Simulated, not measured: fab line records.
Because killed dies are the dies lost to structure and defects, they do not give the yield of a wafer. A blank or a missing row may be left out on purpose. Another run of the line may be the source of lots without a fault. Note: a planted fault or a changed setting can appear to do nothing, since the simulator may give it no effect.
Which tool did it?	flow n5Finfet	24 lots with 72 wafers sampled at 6 steps, on a route of 1938 steps

## WHAT THE GAUGES SHOWED, per wafer
No reading from a measuring or inspecting step in the record can be judged against a usual standard deviation.

## WHAT TOOL EACH LOT RAN ON (gives the tool, then ch and the chambers of the sampled wafers, and finally the start)
lot	N5_BEOL_M1_ETCH_69	N5_BEOL_M1_ETCHBACK_99	N5_BEOL_M1_SURFACE_TREAT_85	N5_BEOL_M1_SPUTTER_48	N5_BEOL_M1_SPUTTER_92	N5_BEOL_M1_ANNEAL_51
L074	rieDiel-01 ch 1,2,3, day 5 23:29	rieDiel-06 ch 0,1,3, day 6 02:25	pvdSputter-01, day 6 13:32	pvdSputter-01, day 6 14:02	pvdSputter-01, day 6 15:21	rtpAnneal-02 ch 0, day 6 15:59
L075	rieDiel-05 ch 1,2,3, day 6 10:40	rieDiel-05 ch 2,3, day 6 15:38	pvdSputter-03, day 6 16:55	pvdSputter-03, day 6 17:08	pvdSputter-03, day 6 18:27	rtpAnneal-01 ch 0, day 6 19:08
L076	rieDiel-01 ch 0,2,3, day 6 18:31	rieDiel-06 ch 0,3, day 6 19:19	pvdSputter-03, day 6 20:51	pvdSputter-01, day 6 21:10	pvdSputter-01, day 6 22:29	rtpAnneal-01 ch 0, day 6 23:12
L077	rieDiel-01 ch 0,1,2, day 6 22:45	rieDiel-01 ch 1,2,3, day 6 23:03	pvdSputter-01, day 7 00:05	pvdSputter-02, day 7 00:23	pvdSputter-02, day 7 01:43	rtpAnneal-01 ch 0, day 7 02:46
L078	rieDiel-01 ch 0,2,3, day 7 04:44	rieDiel-01 ch 0,1,2, day 7 10:17	pvdSputter-01, day 7 11:12	pvdSputter-01, day 7 13:13	pvdSputter-01, day 7 14:32	rtpAnneal-02 ch 0, day 7 15:39
L079	rieDiel-01 ch 0,2,3, day 7 11:52	rieDiel-01 ch 0,1,3, day 7 14:47	pvdSputter-01, day 7 16:57	pvdSputter-01, day 7 17:19	pvdSputter-01, day 7 19:57	rtpAnneal-02 ch 0, day 7 21:07
L080	rieDiel-01 ch 0,1,2, day 7 23:28	rieDiel-05 ch 0,1,2, day 7 23:50	pvdSputter-02, day 8 01:28	pvdSputter-01, day 8 01:43	pvdSputter-01, day 8 03:02	rtpAnneal-02 ch 0, day 8 03:43
L081	rieDiel-05 ch 0,2,3, day 8 04:07	rieDiel-05 ch 1,2,3, day 8 04:19	pvdSputter-01, day 8 05:42	pvdSputter-03, day 8 05:58	pvdSputter-03, day 8 07:17	rtpAnneal-02 ch 0, day 8 07:58
L082	rieDiel-01 ch 0,3, day 8 06:19	rieDiel-06 ch 1,3, day 8 07:59	pvdSputter-03, day 8 09:08	pvdSputter-03, day 8 09:31	pvdSputter-03, day 8 10:50	rtpAnneal-02 ch 0, day 8 11:29
L083	rieDiel-01 ch 0,2,3, day 8 13:20	rieDiel-05 ch 0,1,3, day 8 20:43	pvdSputter-03, day 8 21:49	pvdSputter-02, day 8 23:19	pvdSputter-02, day 9 00:38	rtpAnneal-01 ch 0, day 9 01:16
L084	rieDiel-06 ch 0,1,2, day 8 19:09	rieDiel-06 ch 0,1,2, day 8 20:46	pvdSputter-01, day 8 22:13	pvdSputter-03, day 9 00:08	pvdSputter-03, day 9 01:28	rtpAnneal-01 ch 0, day 9 02:19
L085	rieDiel-05 ch 1,2,3, day 8 22:44	rieDiel-06 ch 1,2,3, day 9 01:06	pvdSputter-01, day 9 02:37	pvdSputter-01, day 9 02:53	pvdSputter-01, day 9 04:13	rtpAnneal-01 ch 0, day 9 06:07
L086	rieDiel-06 ch 0,1, day 9 09:45	rieDiel-01 ch 0,1,2, day 9 10:10	pvdSputter-03, day 9 11:10	pvdSputter-03, day 9 11:32	pvdSputter-03, day 9 12:52	rtpAnneal-01 ch 0, day 9 13:43
L087	rieDiel-06 ch 0,1,3, day 9 10:28	rieDiel-01 ch 0,2,3, day 9 12:21	pvdSputter-01, day 9 13:47	pvdSputter-03, day 9 14:00	pvdSputter-03, day 9 15:26	rtpAnneal-01 ch 0, day 9 16:19
L088	rieDiel-05 ch 0,3, day 9 18:04	rieDiel-05 ch 0,1,3, day 10 07:25	pvdSputter-01, day 10 08:35	pvdSputter-02, day 10 09:01	pvdSputter-02, day 10 10:20	rtpAnneal-01 ch 0, day 10 11:01
L090	rieDiel-06 ch 0,1,3, day 10 09:43	rieDiel-06 ch 0,1, day 10 10:28	pvdSputter-03, day 10 11:44	pvdSputter-02, day 10 12:00	pvdSputter-02, day 10 13:19	rtpAnneal-01 ch 0, day 10 14:03
L089	rieDiel-05 ch 0,1,3, day 10 10:01	rieDiel-05 ch 0,2,3, day 10 10:57	pvdSputter-02, day 10 13:50	pvdSputter-03, day 10 14:06	pvdSputter-03, day 10 15:25	rtpAnneal-02 ch 0, day 10 16:04
L091	rieDiel-06 ch 0,2,3, day 10 12:47	rieDiel-05 ch 0,1,2, day 10 15:47	pvdSputter-03, day 10 17:02	pvdSputter-02, day 10 17:16	pvdSputter-02, day 10 18:35	rtpAnneal-02 ch 0, day 10 19:16
L092	rieDiel-01 ch 1,2,3, day 10 18:12	rieDiel-06 ch 1,2,3, day 10 19:34	pvdSputter-03, day 10 20:43	pvdSputter-01, day 10 21:01	pvdSputter-01, day 10 22:20	rtpAnneal-02 ch 0, day 10 23:01
L093	rieDiel-01 ch 0,1,2, day 11 00:29	rieDiel-05 ch 0,3, day 11 04:16	pvdSputter-03, day 11 05:52	pvdSputter-03, day 11 06:11	pvdSputter-03, day 11 07:31	rtpAnneal-02 ch 0, day 11 08:17
L094	rieDiel-05 ch 0,2, day 11 09:38	rieDiel-05 ch 0,1, day 11 10:28	pvdSputter-02, day 11 11:47	pvdSputter-02, day 11 13:46	pvdSputter-02, day 11 15:05	rtpAnneal-01 ch 0, day 11 15:43
L095	rieDiel-06 ch 0,1,3, day 11 09:41	rieDiel-06 ch 1,2,3, day 11 15:25	pvdSputter-01, day 11 17:10	pvdSputter-02, day 11 17:39	pvdSputter-02, day 11 18:58	rtpAnneal-02 ch 0, day 11 19:41
L096	rieDiel-05 ch 0,1, day 11 18:52	rieDiel-05 ch 0,1,3, day 12 00:35	pvdSputter-02, day 12 02:33	pvdSputter-01, day 12 02:50	pvdSputter-01, day 12 04:09	rtpAnneal-02 ch 0, day 12 04:53
L097	rieDiel-06 ch 2,3, day 11 21:50	rieDiel-01 ch 1,2, day 12 01:03	pvdSputter-01, day 12 04:40	pvdSputter-01, day 12 04:55	pvdSputter-01, day 12 06:14	rtpAnneal-02 ch 0, day 12 06:52
- N5_BEOL_M1_ETCH_69: etches SiARC in CF4, target depth 15.6 nm, time 26 s.
- N5_BEOL_M1_ETCHBACK_99: etches SiO2 in CHF3, target depth 5 nm, time 10.4 s.
- N5_BEOL_M1_SURFACE_TREAT_85
- N5_BEOL_M1_SPUTTER_48: material Cu, target thk 4.5 nm, time 8.29 s.
- N5_BEOL_M1_SPUTTER_92: material Cu, target thk 4.5 nm, time 8.29 s.
- N5_BEOL_M1_ANNEAL_51: time 90 s.

## WHAT THE TOOLS THEMSELVES READ (means of the sampled wafers that have a number; where no wafer has one, the mark that the record gives instead)
N5_BEOL_M1_ETCH_69. Usual: drypumpMotorCurrentA 5.9 A, standard deviation 0.39; etchRfOnTimeS 25.9 s, standard deviation 0.72; oesProductAu 0.64 a.u., standard deviation 0.073; rfVppV 183.8 V, standard deviation 1.3; showerheadPlenumPTorr 2.12 Torr, standard deviation 0.076; throttleValvePct 15.73 %, standard deviation 0.2.
lot	tool	drypumpMotorCurrentA (A)	etchRfOnTimeS (s)	oesProductAu (a.u.)	rfVppV (V)	showerheadPlenumPTorr (Torr)	throttleValvePct (%)	flag
L074	rieDiel-01	5.7	26.5	0.61	184.2	2.14	15.82	
L075	rieDiel-05	6.1	25.2	0.62	183.1	2.13	15.58	
L076	rieDiel-01	5.7	25.5	0.69	183.3	2.12	15.60	
L077	rieDiel-01	5.8	26.2	0.68	184.2	2.08	15.62	
L078	rieDiel-01	5.7	25.7	0.69	184.4	2.12	15.62	
L079	rieDiel-01	5.7	25.6	0.68	183.9	2.12	15.62	
L080	rieDiel-01	5.8	26.3	0.67	183.4	2.08	15.63	
L081	rieDiel-05	6.3	25.5	0.60	183.6	2.09	15.85	
L082	rieDiel-01	5.8	25.5	0.62	184.4	2.16	15.79	
L083	rieDiel-01	5.7	25.5	0.67	183.9	2.12	15.62	
L084	rieDiel-06	5.5	25.7	0.64	183.1	2.08	15.69	
L085	rieDiel-05	6.1	25.2	0.61	183.4	2.13	15.62	
L086	rieDiel-06	5.4	26.2	0.61	182.7	2.13	15.65	
L087	rieDiel-06	5.7	26.5	0.61	184.0	2.13	15.79	
L088	rieDiel-05	6.3	25.6	0.75	186.4	2.26	15.76	
L090	rieDiel-06	5.7	26.2	0.62	184.2	2.13	15.78	
L089	rieDiel-05	6.2	25.4	0.68	184.8	2.21	15.71	
L091	rieDiel-06	5.8	25.6	0.65	183.1	2.08	15.85	
L092	rieDiel-01	5.6	26.3	0.65	184.2	2.13	15.71	
L093	rieDiel-01	5.8	26.1	0.66	183.7	2.07	15.68	
L094	rieDiel-05	6.3	25.6	0.72	183.9	2.20	15.66	
L095	rieDiel-06	5.7	26.1	0.61	185.4	2.12	15.80	
L096	rieDiel-05	6.3	25.6	0.73	185.0	2.23	15.68	
L097	rieDiel-06	6.0	26.1	0.63	182.7	2.07	15.95	

N5_BEOL_M1_ETCHBACK_99. Usual: drypumpMotorCurrentA 5.9 A, standard deviation 0.39; oes_ar_750_au 0.76 a.u., standard deviation 0.078; oesProductAu 0.75 a.u., standard deviation 0.078; rfVppV 241 V, standard deviation 3.7; showerheadPlenumPTorr 2.13 Torr, standard deviation 0.083; throttleValvePct 17.17 %, standard deviation 0.22.
lot	tool	drypumpMotorCurrentA (A)	oes_ar_750_au (a.u.)	oesProductAu (a.u.)	rfVppV (V)	showerheadPlenumPTorr (Torr)	throttleValvePct (%)	flag
L074	rieDiel-06	5.7	0.75	0.74	238	2.14	17.17	
L075	rieDiel-05	6.2	0.71	0.70	247	2.17	17.14	
L076	rieDiel-06	5.8	0.76	0.75	238	2.16	17.31	
L077	rieDiel-01	5.6	0.81	0.80	240	2.16	17.16	
L078	rieDiel-01	5.8	0.79	0.79	242	2.10	17.12	
L079	rieDiel-01	6.0	0.72	0.72	240	2.14	17.29	
L080	rieDiel-05	6.2	0.72	0.71	240	2.07	17.14	
L081	rieDiel-05	6.1	0.72	0.71	243	2.14	17.04	
L082	rieDiel-06	5.5	0.73	0.72	239	2.12	17.07	
L083	rieDiel-05	6.2	0.72	0.71	241	2.13	17.28	
L084	rieDiel-06	5.5	0.76	0.74	237	2.08	17.12	
L085	rieDiel-06	5.7	0.75	0.74	238	2.08	17.19	
L086	rieDiel-01	5.8	0.77	0.77	242	2.09	17.15	
L087	rieDiel-01	5.7	0.78	0.78	242	2.13	17.15	
L088	rieDiel-05	6.2	0.80	0.79	242	2.21	17.15	
L090	rieDiel-06	5.5	0.73	0.72	237	2.14	17.15	
L089	rieDiel-05	6.3	0.78	0.77	244	2.18	17.13	
L091	rieDiel-05	6.2	0.80	0.79	242	2.15	17.01	
L092	rieDiel-06	5.7	0.75	0.74	238	2.08	17.21	
L093	rieDiel-05	6.3	0.85	0.85	242	2.26	17.21	
L094	rieDiel-05	6.1	0.80	0.79	239	2.19	17.03	
L095	rieDiel-06	5.7	0.74	0.74	238	2.07	17.21	
L096	rieDiel-05	6.2	0.78	0.76	242	2.21	17.17	
L097	rieDiel-01	5.8	0.76	0.75	242	2.11	17.21	

N5_BEOL_M1_SPUTTER_48. Usual: throttleValvePct at 29.8 %, with a standard deviation of 1.1.
lot	tool	throttleValvePct (%)	flag
L074	pvdSputter-01	28.9	
L075	pvdSputter-03	30.8	
L076	pvdSputter-01	29.5	
L077	pvdSputter-02	29.6	
L078	pvdSputter-01	29.5	
L079	pvdSputter-01	29.0	
L080	pvdSputter-01	29.5	
L081	pvdSputter-03	29.6	
L082	pvdSputter-03	30.3	
L083	pvdSputter-02	30.3	
L084	pvdSputter-03	29.7	
L085	pvdSputter-01	30.2	
L086	pvdSputter-03	30.8	
L087	pvdSputter-03	30.4	
L088	pvdSputter-02	29.9	
L090	pvdSputter-02	29.4	
L089	pvdSputter-03	30.9	
L091	pvdSputter-02	29.0	
L092	pvdSputter-01	28.7	
L093	pvdSputter-03	30.8	
L094	pvdSputter-02	29.6	
L095	pvdSputter-02	30.2	
L096	pvdSputter-01	28.9	
L097	pvdSputter-01	30.3	

N5_BEOL_M1_SPUTTER_92. Usual: throttleValvePct at 29.8 %, with a standard deviation of 1.1.
lot	tool	throttleValvePct (%)	flag
L074	pvdSputter-01	28.7	
L075	pvdSputter-03	30.9	
L076	pvdSputter-01	29.6	
L077	pvdSputter-02	29.6	
L078	pvdSputter-01	29.6	
L079	pvdSputter-01	29.0	
L080	pvdSputter-01	29.7	
L081	pvdSputter-03	29.7	
L082	pvdSputter-03	30.3	
L083	pvdSputter-02	30.3	
L084	pvdSputter-03	29.8	
L085	pvdSputter-01	30.0	
L086	pvdSputter-03	30.9	
L087	pvdSputter-03	30.2	
L088	pvdSputter-02	29.9	
L090	pvdSputter-02	29.5	
L089	pvdSputter-03	31.0	
L091	pvdSputter-02	29.2	
L092	pvdSputter-01	28.7	
L093	pvdSputter-03	30.9	
L094	pvdSputter-02	29.6	
L095	pvdSputter-02	30.4	
L096	pvdSputter-01	28.9	
L097	pvdSputter-01	30.2	

N5_BEOL_M1_ANNEAL_51. Usual: wafer_temp_C_max at 226.0, with a standard deviation of 0.36.
lot	tool	wafer_temp_C_max	flag
L074	rtpAnneal-02	226.2	
L075	rtpAnneal-01	225.6	
L076	rtpAnneal-01	225.8	
L077	rtpAnneal-01	225.5	
L078	rtpAnneal-02	226.2	
L079	rtpAnneal-02	226.1	
L080	rtpAnneal-02	226.5	
L081	rtpAnneal-02	226.3	
L082	rtpAnneal-02	226.6	
L083	rtpAnneal-01	225.9	
L084	rtpAnneal-01	225.8	
L085	rtpAnneal-01	225.6	
L086	rtpAnneal-01	225.6	
L087	rtpAnneal-01	225.9	
L088	rtpAnneal-01	226.1	
L090	rtpAnneal-01	225.9	
L089	rtpAnneal-02	226.3	
L091	rtpAnneal-02	226.2	
L092	rtpAnneal-02	226.1	
L093	rtpAnneal-02	226.4	
L094	rtpAnneal-01	225.5	
L095	rtpAnneal-02	226.3	
L096	rtpAnneal-02	226.5	
L097	rtpAnneal-02	226.2	

## THE ANSWER, worked out from the rows above alone
Rule: lot off if the mean of its wafers having a number is beyond 3 standard deviations from the usual mean. A lot without any number at a reading at which 4 lots or more have one is off too. Any other lot the step has rows for is counted as sound. The gauges are gone through in route order, then the tools' own readings, and for those a lot's mean is taken as printed above. The first step at which some lot is off is used, and at that step the reading that is off furthest; a lot without a number counts as furthest.
Nothing can be told from this: no lot is off at any reading shown.

## WHAT WAS PUT IN BY THE SIMULATOR
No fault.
